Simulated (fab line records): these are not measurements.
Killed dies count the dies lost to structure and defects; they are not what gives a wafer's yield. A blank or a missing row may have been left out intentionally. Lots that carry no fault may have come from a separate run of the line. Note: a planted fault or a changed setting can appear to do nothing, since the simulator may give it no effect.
fab line records | flow nand-harc
record lots=6 wafers=18 last-day=33
route steps=1302 shown THIN_TSV@1276 END@1302
lots that met no fault: taken from a fault-free run of the same line
start-h: the number of hours between the record's first day and the start of the first shown wafer of the lot | wait-h: hours elapsed since this lot's preceding step | " unchanged from the row above | L1.1+2: a row that stands for several wafers | - no value, or no start given | * or withheld: withheld | < > ~ a bound
route shown NAME@n: names a module that has steps shown in the file, with the first one's number in the route | usual: mean/standard deviation of fault-free wafers | same: alike in all rows | chamber/n: place in a boat | sites: readings site by site | _std_site: standard deviation of those values | _edge_site: outer sites' mean less inner sites' | radius-mm: how far each site lies from the wafer's centre | mask NAME#n: copy n | behind: tool/chamber where the wafer was last shaped | hold: why the lot went on hold/how many hours it stayed there/how the hold came to an end | device: the n, p or np transistor that did not switch | end of line: the route-end tests of the same wafers | a step without rows: its recipe alone | killed: the dies lost at the first sort to structure and to defects; this is not the yield of the wafer | map: a wafer's dies, x killed, . not, _ none there
set.NAME: setting as actually run; set.NAME@STEP: the setting as run at that earlier step | model.NAME: the simulator's own value behind a step, which no gauge read
certain route steps with their lots: each step a table, each wafer a row
services: when a tool's chamber went out of use (start-h, in hours from the record's first day, below 0 if earlier), for how many hours, and the reason
## steps
# step NHARC_THIN_TSV_CMP_21
# recipe t-overpolish-s=30 target-thk-nm=2000
# usual motor-current-A=12.2/0.85 overpolish-run-s=29.999/0.0096
# columns lot.wafer tool chamber start-h wait-h motor-current-A overpolish-run-s
L794.4 cmp-01 1 559.88 - 11.9 30.016
L794.2 " 3 " " 12.2 29.982
L794.3 " 0 " " 11.6 29.990
L802.3 cmp-02 2 625.80 - 11.9 29.999
L802.6 " 2 " " 12.1 30.005
L802.5 " 3 " " 14.5 29.997
L809.3 cmp-01 2 697.59 - 11.2 30.002
L809.4 " 3 " " 11.6 30.012
L809.5 " 1 " " 11.6 29.993
L814.2 cmp-01 1 750.84 - 12.0 30.010
L814.4 " 2 " " 10.6 30.005
L814.5 " 0 " " 12.6 29.994
L812.4 cmp-02 1 752.06 - 12.3 30.002
L812.1 " 2 " " 11.7 30.006
L812.3 " 3 " " 14.4 30.018
L815.4 cmp-01 1 769.39 - 11.7 29.999
L815.6 " 1 " " 11.9 29.997
L815.5 " 2 " " 11.3 29.998
# step NHARC_THIN_TSV_SRD_23
# step NHARC_THIN_TSV_DEGAS_53
# recipe temp-c=300 time-s=60
# usual heater-power-w=469/52
# columns lot.wafer tool chamber start-h wait-h heater-power-w
L794.4 pvd-sputter-01 - 560.35 0.1 525
L794.2 " - " " 567
L794.3 " - " " 443
L802.3 pvd-sputter-01 - 626.30 0.1 477
L802.5 " - " " 527
L802.6 " - " " 573
L809.4 pvd-sputter-03 - 697.99 0.1 433
L809.3 " - " " 456
L809.5 " - " " 520
L814.4 pvd-sputter-01 - 751.26 0.1 571
L814.2 " - " " 462
L814.5 " - " " 449
L812.4 pvd-sputter-01 - 752.51 0.1 587
L812.1 " - " " 486
L812.3 " - " " 529
L815.4 pvd-sputter-02 - 769.88 0.1 388
L815.5 " - " " 407
L815.6 " - " " 426
# step NHARC_THIN_TSV_PRE_CLEAN_54
# recipe time-s=30 temp-c=280 gas=H2/He
# usual heater-power-w=414/43
# columns lot.wafer tool chamber start-h wait-h heater-power-w
L794.2 pvd-sputter-01 - 560.42 0.0 497
L794.4 " - " " 392
L794.3 " - " " 444
L802.3 pvd-sputter-01 - 626.38 0.1 400
L802.6 " - " " 424
L802.5 " - " " 456
L809.3 pvd-sputter-03 - 698.07 0.0 395
L809.4 " - " " 450
L809.5 " - " " 403
L814.2 pvd-sputter-01 - 751.33 0.1 443
L814.4 " - " " 494
L814.5 " - " " 519
L812.1 pvd-sputter-01 - 752.59 0.0 425
L812.3 " - " " 461
L812.4 " - " " 397
L815.4 pvd-sputter-02 - 769.94 0.0 350
L815.6 " - " " 406
L815.5 " - " " 346
# step NHARC_THIN_TSV_PVD_55
# recipe target-thk-a=500 material=TiN
# step NHARC_THIN_TSV_PVD_24
# recipe target-thk-a=8000 power-w=withheld chamber-pressure-pa=withheld substrate-temp-c=withheld time-s=withheld gas=Ar material=Al
# step NHARC_THIN_TSV_DEHYDRATE_25
# recipe temp-c=150 time-s=120
# step NHARC_THIN_TSV_HMDS_26
# recipe time-s=30
# step NHARC_THIN_TSV_COAT_27
# recipe spin-rpm=*
# step NHARC_THIN_TSV_SOFTBAKE_28
# recipe temp-c=122 time-s=95
# step NHARC_THIN_TSV_EBR_29
# step NHARC_THIN_TSV_EXPOSE_30
# recipe na=0.55 dose-mj=11.47 mask-id=PAD
# columns lot.wafer tool chamber start-h wait-h mask model.THIN_TSV.overlay-x-nm
L794.2+3+4 krf-scanner-01 0 561.34 - PAD#0 0.1062
L802.3+5+6 krf-scanner-01 0 627.21 - PAD#0 4.42
L809.3+4+5 krf-scanner-01 0 698.99 - PAD#0 34.08
L814.2+4+5 krf-scanner-04 0 752.13 - PAD#0 -1.754
L812.1+3+4 krf-scanner-01 0 753.50 - PAD#0 39.89
L815.4+5+6 krf-scanner-03 0 770.85 - PAD#0 0.5297
# step NHARC_THIN_TSV_PEB_31
# recipe peb-temp-c=118 peb-time-s=85
# step NHARC_END_SORT_01
# recipe temp-c=25
# usual defect-limited-yield=91.6/2.8 killed-at-array=52/18 killed-at-other=0.6/0.83 killed-at-periphery=4.3/2.8 killed-dies=57/19 killed-open=3.4/2 killed-short=2.5/1.7 sort_bin_2_pct=3.0/1.1 sort_bin_3_pct=0.6/0.41 sort_bin_4_pct=4.7/1.6 sort-n-pass=620/19 sort-rim-yield-pct=91/3.7 sort-yield-pct=91.6/2.8
# same gross-dies=677 sort_bin_5_pct[%]=0 sort_bin_6_pct[%]=0 sort_bin_7_pct[%]=0 sort_bin_8_pct[%]=0 sort-rim-n-gross=106.00
# columns lot.wafer tool chamber start-h wait-h defect-limited-yield[%] killed-at-array killed-at-other killed-at-periphery killed-dies killed-open killed-short sort_bin_2_pct[%] sort_bin_3_pct[%] sort_bin_4_pct[%] sort-n-pass sort-rim-yield-pct[%] sort-yield-pct[%]
L794.2 prober-01 0 573.28 2.8 90.0 58 0 10 68 4 4 3.1 1.3 5.6 609 92 90.0
L794.3 prober-01 0 574.09 3.1 90.8 58 0 4 62 1 3 2.8 1.2 5.2 615 91 90.8
L794.4 prober-01 0 574.89 3.4 91.3 55 2 2 59 2 2 3.1 1.2 4.4 618 92 91.3
L802.3 prober-01 0 641.02 3.1 89.8 68 1 0 69 7 0 3.1 0.9 6.2 608 93 89.8
L802.5 prober-01 0 642.62 3.7 91.4 57 1 0 58 3 2 3.0 0.3 5.3 619 94 91.4
L802.6 prober-01 0 643.43 4.0 88.6 75 0 2 77 4 2 4.0 0.3 7.1 600 94 88.6
L809.3 prober-02 0 715.88 3.1 89.2 70 0 3 73 2 1 4.9 0.1 5.8 604 88 89.2
L809.4 prober-02 0 716.68 3.4 90.0 64 0 4 68 3 3 3.5 1.6 4.9 609 88 90.0
L809.5 prober-02 0 717.49 3.7 90.8 59 0 3 62 1 5 3.8 0.1 5.2 615 88 90.8
L814.2 prober-01 0 766.07 2.8 90.7 52 0 11 63 4 0 3.7 0.3 5.3 614 86 90.7
L814.4 prober-01 0 767.66 3.4 91.7 44 0 12 56 9 0 3.2 0.4 4.6 621 86 91.7
L814.5 prober-01 0 768.46 3.7 91.6 48 0 9 57 3 1 2.4 1.0 5.0 620 87 91.6
L812.1 prober-01 0 773.06 2.5 92.6 46 1 3 50 6 2 2.5 0.4 4.4 627 93 92.6
L812.3 prober-01 0 774.66 3.1 91.4 55 1 2 58 1 1 2.4 0.3 5.9 619 90 91.4
L812.4 prober-01 0 775.45 3.4 91.0 55 0 6 61 6 6 2.7 0.7 5.6 616 92 91.0
L815.4 prober-02 0 782.46 3.4 93.2 36 0 10 46 2 2 2.1 0.9 3.8 631 88 93.2
L815.5 prober-02 0 783.27 3.7 95.1 30 1 2 33 2 1 1.8 0.7 2.4 644 87 95.1
L815.6 prober-02 0 784.07 4.0 93.2 41 0 5 46 3 1 2.1 1.2 3.5 631 85 93.2
# killed by level:class
L794.2 A_CHANNEL_HOLE_D2:chamber-film-flake=30 A_SLIT:chamber-film-flake=14 A_CONTACT:chamber-film-flake=4 P_M2:chamber-film-flake=3 A_BLC:chamber-film-flake=3 A_CONTACT:geometric-particle:open=2 P_STI:chamber-film-flake=2 P_GATE:chamber-film-flake=2
L794.3 A_CHANNEL_HOLE_D2:chamber-film-flake=29 A_SLIT:chamber-film-flake=7 A_CONTACT:chamber-film-flake=7 A_BLC:chamber-film-flake=5 A_STAIRCASE:chamber-film-flake=5 A_WL_FILL:geometric-particle:short=2 P_ZERO_WELL:chamber-film-flake=2 P_M0:geometric-particle:open=1
L794.4 A_CHANNEL_HOLE_D2:chamber-film-flake=32 A_SLIT:chamber-film-flake=13 A_BLC:chamber-film-flake=3 A_STAIRCASE:chamber-film-flake=2 A_CONTACT:chamber-film-flake=2 THIN_TSV:chamber-film-flake=2 P_CONTACT:geometric-particle:open=1 A_CHANNEL_FILL_D1:geometric-particle:short=1
L802.3 A_CHANNEL_HOLE_D1:chamber-film-flake=36 A_CHANNEL_HOLE_D2:chamber-film-flake=8 A_CONTACT:chamber-film-flake=6 A_DECK1_JOINT:chamber-film-flake=4 A_STAIRCASE:chamber-film-flake=4 A_CHANNEL_FILL_D2:chamber-film-flake=3 A_CHANNEL_FILL_D1:geometric-particle:open=1 A_DECK1_JOINT:geometric-particle:open=1
L802.5 A_CHANNEL_HOLE_D1:chamber-film-flake=27 A_CHANNEL_HOLE_D2:chamber-film-flake=9 A_STAIRCASE:chamber-film-flake=7 A_CHANNEL_FILL_D2:chamber-film-flake=3 A_ONON_D1:geometric-particle:open=2 A_WL_FILL:chamber-film-flake=2 A_CHANNEL_HOLE_D1:geometric-particle:short=1 A_WL_FILL:geometric-particle:short=1
L802.6 A_CHANNEL_HOLE_D1:chamber-film-flake=36 A_STAIRCASE:chamber-film-flake=18 A_CHANNEL_HOLE_D2:chamber-film-flake=7 A_DECK1_JOINT:chamber-film-flake=3 P_GATE:geometric-particle:open=2 A_ZERO_WELL:chamber-film-flake=2 A_CONTACT:chamber-film-flake=2 A_DECK1_JOINT:geometric-particle:short=1
L809.3 A_CHANNEL_HOLE_D1:chamber-film-flake=36 A_SLIT:chamber-film-flake=17 A_CHANNEL_HOLE_D2:chamber-film-flake=10 P_GATE:chamber-film-flake=2 A_DECK1_JOINT:chamber-film-flake=2 A_CHANNEL_FILL_D1:geometric-particle:open=1 A_CHANNEL_FILL_D1:geometric-particle:short=1 A_ONON_D2:geometric-particle:open=1
L809.4 A_CHANNEL_HOLE_D1:chamber-film-flake=33 A_SLIT:chamber-film-flake=14 A_CHANNEL_HOLE_D2:chamber-film-flake=8 P_STI:geometric-particle:short=1 A_DECK1_JOINT:geometric-particle:short=1 A_ONON_D2:geometric-particle:short=1 A_CHANNEL_HOLE_D2:geometric-particle:open=1 A_CONTACT:geometric-particle:open=1
L809.5 A_CHANNEL_HOLE_D1:chamber-film-flake=27 A_SLIT:chamber-film-flake=18 A_STAIRCASE:chamber-film-flake=4 A_CHANNEL_HOLE_D2:chamber-film-flake=4 P_M0:geometric-particle:short=2 A_CHANNEL_FILL_D1:geometric-particle:short=2 A_CONTACT:chamber-film-flake=2 A_ONON_D2:geometric-particle:short=1
L814.2 A_STAIRCASE:chamber-film-flake=18 A_SLIT:chamber-film-flake=16 A_CHANNEL_HOLE_D1:chamber-film-flake=8 A_SGD_CUT:chamber-film-flake=6 P_GATE:chamber-film-flake=5 P_M1:chamber-film-flake=4 P_M0:geometric-particle:open=2 A_M1:chamber-film-flake=2
L814.4 A_SLIT:chamber-film-flake=15 P_M1:chamber-film-flake=7 A_CHANNEL_HOLE_D1:chamber-film-flake=7 A_STAIRCASE:chamber-film-flake=5 A_SGD_CUT:chamber-film-flake=4 A_M0:geometric-particle:open=3 P_GATE:chamber-film-flake=3 P_M0:geometric-particle:open=2
L814.5 A_SLIT:chamber-film-flake=20 A_STAIRCASE:chamber-film-flake=11 P_GATE:chamber-film-flake=4 P_M1:chamber-film-flake=4 A_WL_FILL:chamber-film-flake=3 A_M1:chamber-film-flake=3 A_M0:geometric-particle:open=2 A_CHANNEL_HOLE_D1:chamber-film-flake=2
L812.1 A_CHANNEL_HOLE_D2:chamber-film-flake=12 A_CONTACT:chamber-film-flake=12 A_SLIT:chamber-film-flake=7 A_CHANNEL_HOLE_D1:chamber-film-flake=4 A_SGD_CUT:chamber-film-flake=3 A_STAIRCASE:chamber-film-flake=2 P_GATE:geometric-particle:open=1 P_BONDPAD:geometric-particle:open=1
L812.3 A_CHANNEL_HOLE_D2:chamber-film-flake=15 A_CONTACT:chamber-film-flake=11 A_CHANNEL_HOLE_D1:chamber-film-flake=6 A_STAIRCASE:chamber-film-flake=6 A_SLIT:chamber-film-flake=6 A_SGD_CUT:chamber-film-flake=4 A_DECK1_JOINT:chamber-film-flake=2 A_BLC:chamber-film-flake=2
L812.4 A_CHANNEL_HOLE_D2:chamber-film-flake=13 A_STAIRCASE:chamber-film-flake=11 A_CONTACT:chamber-film-flake=8 A_CHANNEL_HOLE_D1:chamber-film-flake=4 A_SLIT:chamber-film-flake=4 A_SGD_CUT:chamber-film-flake=3 A_DECK1_JOINT:geometric-particle:short=2 A_DECK1_JOINT:chamber-film-flake=2
L815.4 A_CHANNEL_HOLE_D2:chamber-film-flake=16 A_SLIT:chamber-film-flake=12 P_GATE:chamber-film-flake=8 A_CHANNEL_FILL_D1:chamber-film-flake=2 A_STAIRCASE:chamber-film-flake=2 P_M1:geometric-particle:open=1 A_CHANNEL_FILL_D1:geometric-particle:short=1 A_BLC:geometric-particle:open=1
L815.5 A_SLIT:chamber-film-flake=18 A_CHANNEL_HOLE_D2:chamber-film-flake=9 P_CONTACT:geometric-particle:open=1 A_CHANNEL_FILL_D2:geometric-particle:open=1 STARTING-WAFER:geometric-particle:short=1 P_GATE:chamber-film-flake=1 A_STAIRCASE:chamber-film-flake=1 A_WL_FILL:chamber-film-flake=1
L815.6 A_CHANNEL_HOLE_D2:chamber-film-flake=19 A_SLIT:chamber-film-flake=13 A_CONTACT:chamber-film-flake=5 P_GATE:chamber-film-flake=3 P_M0:geometric-particle:open=1 A_ONON_D1:geometric-particle:open=1 A_DECK1_JOINT:geometric-particle:short=1 A_M1:geometric-particle:open=1
## services
# columns tool chamber start-h hours kind
pvd-sputter-03 - 539.25 10.0 pm
cmp-01 - 548.30 1.0 repair
krf-scanner-01 - 550.32 4.0 repair
cmp-01 - 566.77 5.5 repair
pvd-sputter-02 - 569.64 9.8 repair
cmp-02 - 579.77 4.0 pm
pvd-sputter-01 - 582.00 10.0 pm
cmp-01 - 610.11 4.0 pm
pvd-sputter-02 - 638.00 10.0 pm
pvd-sputter-01 - 649.41 1.6 repair
krf-scanner-01 - 656.00 4.0 pm
cmp-01 - 657.98 2.6 repair
pvd-sputter-03 - 664.65 2.6 repair
pvd-sputter-01 - 673.64 2.6 repair
cmp-02 - 674.45 3.0 repair
cmp-02 - 677.77 4.0 pm
pvd-sputter-03 - 689.49 1.0 repair
cmp-01 - 698.71 3.1 repair
pvd-sputter-03 - 707.48 2.2 repair
cmp-01 - 708.11 4.0 pm
krf-scanner-01 - 733.81 0.7 repair
pvd-sputter-01 - 736.19 0.5 repair
cmp-01 - 739.52 3.2 repair
pvd-sputter-01 - 760.00 10.0 pm
## key
first-sign none at tools or gauges
model-effect step=NHARC_THIN_TSV_EXPOSE_30 value=THIN_TSV.overlay-x-nm without=-0.6061 struck=36.98
met-at NHARC_THIN_TSV_EXPOSE_30
struck-wafers L809.3,L809.4,L809.5,L812.1,L812.3,L812.4
onset-between 627.21 698.99
fault kind=scanner-matching-overlay tool=krf-scanner-01 chamber=- onset-h=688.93 steps=NHARC_THIN_TSV_EXPOSE_30 offset=37.591
